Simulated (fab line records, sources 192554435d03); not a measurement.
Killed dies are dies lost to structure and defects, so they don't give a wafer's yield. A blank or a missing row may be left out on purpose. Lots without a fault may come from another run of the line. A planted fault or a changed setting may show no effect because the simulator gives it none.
Which tool did it? | flow n5_finfet | 12 lots, 36 wafers sampled, at 3 steps of a route of 1938

WHAT THE GAUGES READ, wafer by wafer
N5_HKMG_FIN_CD_MEAS_49: target cd 202 nm.
lot  | measured    | on        | cd_nm (nm)
L075 | day 4 13:52 | cd_sem-03 | 201.9 201.4 201.3
L077 | day 4 20:09 | cd_sem-02 | 202.0 203.2 203.0
L079 | day 5 09:46 | cd_sem-01 | 201.7 202.3 201.9
L081 | day 5 19:16 | cd_sem-01 | 202.1 201.3 201.3
L083 | day 6 06:28 | cd_sem-02 | 201.9 202.4 202.2
L085 | day 6 17:01 | cd_sem-02 | 201.9 203.1 202.5
L087 | day 7 06:18 | cd_sem-02 | 202.6 202.9 202.3
L089 | day 7 17:32 | cd_sem-01 | 202.5 201.3 200.9
L091 | day 8 04:40 | cd_sem-01 | 204.0 202.4 203.4
L093 | day 8 19:29 | cd_sem-01 | 202.1 201.9 201.5
L095 | day 9 05:55 | cd_sem-03 | 201.7 202.2 202.7
L097 | day 9 19:01 | cd_sem-02 | 202.4 202.2 202.3

WHICH TOOL RAN EACH LOT (tool, then ch and the chambers of the sampled wafers, then the start)
lot  | N5_SDB_ETCH_18                    | N5_SDB_ETCH_25
L075 | rie_diel-06 ch 1,3, day 4 08:34   | rie_diel-06 ch 0,2, day 4 09:01
L077 | rie_diel-06 ch 1,2,3, day 4 14:37 | rie_diel-06 ch 1,2,3, day 4 15:05
L079 | rie_diel-01 ch 0,2,3, day 5 03:26 | rie_diel-01 ch 0,1,3, day 5 04:07
L081 | rie_diel-01 ch 1,2, day 5 13:46   | rie_diel-06 ch 0,1,2, day 5 14:14
L083 | rie_diel-06 ch 0,2,3, day 6 01:03 | rie_diel-06 ch 0,3, day 6 01:31
L085 | rie_diel-05 ch 0,2, day 6 11:41   | rie_diel-05 ch 0,1,2, day 6 12:09
L087 | rie_diel-06 ch 0,1,3, day 7 01:04 | rie_diel-05 ch 0,2, day 7 01:34
L089 | rie_diel-06 ch 0,3, day 7 11:38   | rie_diel-01 ch 0,2,3, day 7 12:21
L091 | rie_diel-05 ch 1,2, day 7 23:22   | rie_diel-01 ch 0,1, day 7 23:49
L093 | rie_diel-06 ch 1,3, day 8 14:05   | rie_diel-05 ch 1,2,3, day 8 14:32
L095 | rie_diel-05 ch 1,2,3, day 9 00:43 | rie_diel-05 ch 0,2,3, day 9 01:10
L097 | rie_diel-01 ch 0,2, day 9 13:50   | rie_diel-05 ch 1,3, day 9 14:17
- N5_SDB_ETCH_18: etches SOC in N2/H2, target depth 100 nm, overetch 20 nm, time 150 s.
- N5_SDB_ETCH_25: etches SiO2 in C4F6/O2, target depth 10 nm, time 3.3 s.

THE ANSWER, worked out from the rows above alone
Rule: what is usual is taken from the lots themselves. Put in order of their means at a reading, lots are off if they are a third of the lots or fewer, leave a main group of 4 or more, and stand apart from it by a gap of 3 or more times the standard deviation of the main group's means; of several such gaps the widest counts. A main group whose means are all the same, to the digits that the tables above print for the reading, isn't used. A lot without any number at a reading at which 4 lots or more have one is off too. The other lots that the step has rows for count as sound.
No lot is off at any reading shown: from this, nothing can be told.

WHAT THE SIMULATOR HAD PUT IN
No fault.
